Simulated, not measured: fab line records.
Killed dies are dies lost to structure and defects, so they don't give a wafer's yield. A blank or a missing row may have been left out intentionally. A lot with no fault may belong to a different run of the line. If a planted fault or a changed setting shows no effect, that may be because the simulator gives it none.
Matching of chambers + flow n5-finfet + N5_ILD0_ALD_15 on ald-sin-04 has 4 sister chambers
The step deposits SiNx, target thk 24 nm, pulse time 1 s, ald cycles 480. 4 wafers are shown with their chamber, then 9 later ones without.

## WAFERS WITH THEIR CHAMBER
| wafer  | chamber | heater-power-w (W) |
|--------|---------|--------------------|
| L089.4 | 2       | 837                |
| L090.1 | 0       | 840                |
| L090.4 | 3       | 766                |
| L090.6 | 1       | 754                |

## WAFERS WITH NO CHAMBER GIVEN
| wafer  | heater-power-w (W) |
|--------|--------------------|
| L092.2 | 857                |
| L092.3 | 783                |
| L092.5 | 842                |
| L097.1 | 831                |
| L097.2 | 784                |
| L097.3 | 772                |
| L097.4 | 877                |
| L097.5 | 766                |
| L097.6 | 856                |

## WHICH CHAMBER EACH WENT THROUGH
| wafer  | from the rows above     | in truth |
|--------|-------------------------|----------|
| L092.2 | can't be placed: 0 or 2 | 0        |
| L092.3 | can't be placed: 3 or 1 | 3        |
| L092.5 | can't be placed: 0 or 2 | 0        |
| L097.1 | can't be placed: 2 or 0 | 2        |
| L097.2 | can't be placed: 3 or 1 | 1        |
| L097.3 | can't be placed: 3 or 1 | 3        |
| L097.4 | can't be placed: 0 or 2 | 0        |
| L097.5 | can't be placed: 3 or 1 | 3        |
| L097.6 | can't be placed: 0 or 2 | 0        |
Correct placement for 0 of the 9. Cannot be placed on the basis of these rows: 9; the candidates contain the true chamber in 9. Number placed wrongly: 0.
How it was worked out, from the rows above alone: a wafer's distance from a chamber is the root of the sum, over the readings, of the square of ((its reading less the chamber's mean) divided by the reading's scatter). If the next closest chamber is less than 2 further off than the closest, the wafer can't be placed; otherwise it belongs to the closest. Each chamber's mean is taken over the wafers shown for it. The scatter: with one shown wafer a chamber, the root of the mean of the squares of how far each hidden wafer lies from its nearest shown one.
